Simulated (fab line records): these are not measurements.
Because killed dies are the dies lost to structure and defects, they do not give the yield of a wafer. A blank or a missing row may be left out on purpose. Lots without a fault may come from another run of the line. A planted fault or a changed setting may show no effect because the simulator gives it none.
8D (eight disciplines) problem report, filled in by code ; flow n5 finfet ; the parts of the form that need people (team, actions taken, sign-off) are left out

## 1. THE PROBLEM
IOFF_N_LONG at N5_BEOL_M4_RC_MEAS_101 reads a mean of 1.00e-02 nA/um on 3 wafers of 3 lots; wafers without a fault read 5.56e-05 nA/um with a standard deviation of 2.4e-06. That is +99 or more standard deviations from the usual mean.
First observed at day 15 11:49: wafer L884.2, on prober-02. At this step, 25 wafers from 9 lots have a number in the record. The rule behind "out" and "out of limits": a value lying over 4 standard deviations away from the usual mean. Any other wafer with a number is counted as sound.

## 2. WHAT IT IS AND WHAT IT IS NOT
question;is;is not
which readings at this step;IOFF_N_LONG, IOFF_N, IOFF_N_85C, IOFF_N_LIN, ION_N, VT_N, VT_N_LONG, VT_P_LVT;DIBL_N, DIBL_P, IOFF_P, ION_P, SS_N, SS_P, VT_P
which lots;L884, L887, L888;L870, L875, L876, L889, L890, L892
which wafers of those lots;L884.2, L887.4, L888.2;L884.6, L887.3, L888.3, L888.5
read on which gauges;prober-01, prober-02;-
when;from day 15 11:49;"up to then (10 sound wafers); but 12 sound wafers of L887, L888, L889, L890, L892 came after"

## 3. THE SUSPECTS, EACH WITH WHAT RULES IT OUT
Counting: a tool at a process step up to the reading stays a suspect if it ran every lot that is out. Sound lots after the first of them don't rule it out here, since some wafers of a struck lot are sound.
- the gauge at N5_BEOL_M4_RC_MEAS_101: ruled out. The wafers that are out were read on 2 gauges (prober-01, prober-02).
- rie diel-03 at N5_HKMG_FIN_ETCH_58 (etches SOC in N2/H2, target depth 215.8 nm, time 741 s): kept. It processed each lot that is out (first: L884, day 7 09:54); up to then, its last sound lot is L875 (day 5 08:04). Its own run length s readings are out on those wafers.
Left after counting: rie diel-03 at N5_HKMG_FIN_ETCH_58.

## 4. THE CAUSE (what the simulator had put in)
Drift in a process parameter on rie diel-03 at N5_HKMG_FIN_ETCH_58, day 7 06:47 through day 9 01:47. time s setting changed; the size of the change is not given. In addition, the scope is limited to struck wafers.
After counting, this tool was the only one left.

## 5. THE EFFECT CHAIN, in route order
Rows list readings where the struck wafers' mean (over those with a number) sits beyond 3 standard deviations from the usual. Readings are gone through only where the record gives a usual standard deviation; hours: the median, over the lots, of the time from a lot's start at the first step in this table giving one to that lot's start at this step; sigmas: the change measured in usual standard deviations.
hours;step;reading;usual;on struck wafers;change;sigmas
0;N5_HKMG_FIN_ETCH_58;run length s;764.3 s;431.9;-332.4;-99 or more
182;N5_BEOL_M4_RC_MEAS_101;IOFF_N;0.16 nA/um;30.04;+29.88;+99 or more
182;N5_BEOL_M4_RC_MEAS_101;IOFF_N_85C;3.2 nA/um;253.4;+250.2;+99 or more
182;N5_BEOL_M4_RC_MEAS_101;IOFF_N_LIN;0.076 nA/um;14.272;+14.196;+99 or more
182;N5_BEOL_M4_RC_MEAS_101;IOFF_N_LONG;5.56e-05 nA/um;1.00e-02;+9.99e-03;+99 or more
182;N5_BEOL_M4_RC_MEAS_101;ION_N;674 uA/um;949;+275;+20
182;N5_BEOL_M4_RC_MEAS_101;VT_N;249 mV;100;-149;-39
182;N5_BEOL_M4_RC_MEAS_101;VT_N_LONG;274.7 mV;124.4;-150.3;-75
182;N5_BEOL_M4_RC_MEAS_101;VT_P_LVT;-99 mV;-180;-81;-27
311;N5_PASSIVATION_PROBE_49;sort_bin_4_leakage;0.01 %;91.41;+91.40;+99 or more
311;N5_PASSIVATION_PROBE_49;sort n pass;1072;0;-1072;-54
311;N5_PASSIVATION_PROBE_49;sort yield pct;90.9 %;0.0;-90.9;-53
Process steps it contains:
- N5_HKMG_FIN_ETCH_58: etches SOC in N2/H2, target depth 215.8 nm, time 741 s.
- N5_PASSIVATION_PROBE_49
Readings that are blank on the struck wafers while sound wafers have them: bias w at N5_HKMG_FIN_ETCH_58.

## 6. WHAT WOULD HAVE CAUGHT IT SOONER
197 hours passed between the start of the fault at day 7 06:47 and the first reading out of limits at a measuring or inspecting step in this record, taken at day 15 11:49.
At N5_HKMG_FIN_ETCH_58, the tool's own readings (run length s) were out on each struck wafer the step has a row for, so an alarm limit on them would have fired on the first such wafer.
All the lots that are out (3) had begun N5_HKMG_FIN_ETCH_58 on rie diel-03 by day 15 11:49. A hold on the tool at that time would have spared none of them.
